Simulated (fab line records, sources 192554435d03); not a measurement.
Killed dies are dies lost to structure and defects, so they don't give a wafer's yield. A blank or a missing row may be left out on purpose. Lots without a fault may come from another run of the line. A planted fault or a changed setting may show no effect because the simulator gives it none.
Problem report in the 8D (eight disciplines) form, filled by code | flow n5_finfet | the parts of the form that need people (team, actions taken, sign-off) are left out

1. THE PROBLEM
spin_speed_rpm at N5_BEOL_M7_COAT_59 reads a mean of 1393.9 rpm on 9 wafers of 3 lots; wafers without a fault read 1500.1 rpm with a standard deviation of 0.97. That is -99 or more standard deviations from the usual mean.
The step: time 60 s, resist thk 100 nm.
First seen on wafer L386.2, day 13 22:13, on litho_track-05. The record holds 15 wafers of 5 lots with a number at this step. Rule for "out", or "out of limits": more than 4 standard deviations from the usual mean. The other wafers with a number count as sound.

2. WHAT IT IS AND WHAT IT IS NOT
question                    | is                     | is not
which readings at this step | spin_speed_rpm         | -
which lots                  | L386, L387, L389       | L377, L390
which wafers of those lots  | all that have a number | -
read on which tools         | litho_track-05         | litho_track-04
when                        | from day 13 22:13      | up to then (3 sound wafers); but 3 sound wafers of L390 came after

3. SUSPECTS, AND WHAT RULES EACH OUT
Counting: a tool at a process step up to the reading stays a suspect if it ran every lot that is out and no sound lot after the first of them.
- litho_track-05 at N5_BEOL_M7_COAT_59 (time 60 s, resist thk 100 nm): kept. It ran every lot that is out, first L386 (day 13 22:13), and no sound lot after that; its last sound lot up to then is L377 (day 11 17:44). Its own readings are out on those wafers: spin_speed_rpm.
Left after counting: litho_track-05 at N5_BEOL_M7_COAT_59.

4. THE CAUSE (what the simulator had put in)
Process parameter drift: litho_track-05, from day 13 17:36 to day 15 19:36, at N5_BEOL_M7_COAT_59. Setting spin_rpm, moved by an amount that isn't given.
Counting left only this tool.

5. THE CHAIN OF EFFECTS, in route order
Each row: a reading whose mean over the struck wafers that have a number lies more than 3 standard deviations from the usual. Only readings for which the record gives a usual standard deviation are gone through. hours: the time from each lot's start at the first step in this table that gives one to its start at this step, as a median over the lots. sigmas: the change in usual standard deviations.
hours | step               | reading        | usual      | on struck wafers | change | sigmas
0     | N5_BEOL_M7_COAT_59 | spin_speed_rpm | 1500.1 rpm | 1393.9           | -106.2 | -99 or more
The process steps in it:
- N5_BEOL_M7_COAT_59: time 60 s, resist thk 100 nm.

6. WHAT WOULD HAVE CAUGHT IT SOONER
In this record the first reading out of limits was taken at day 13 22:13, 5 hours after the fault began at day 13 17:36.
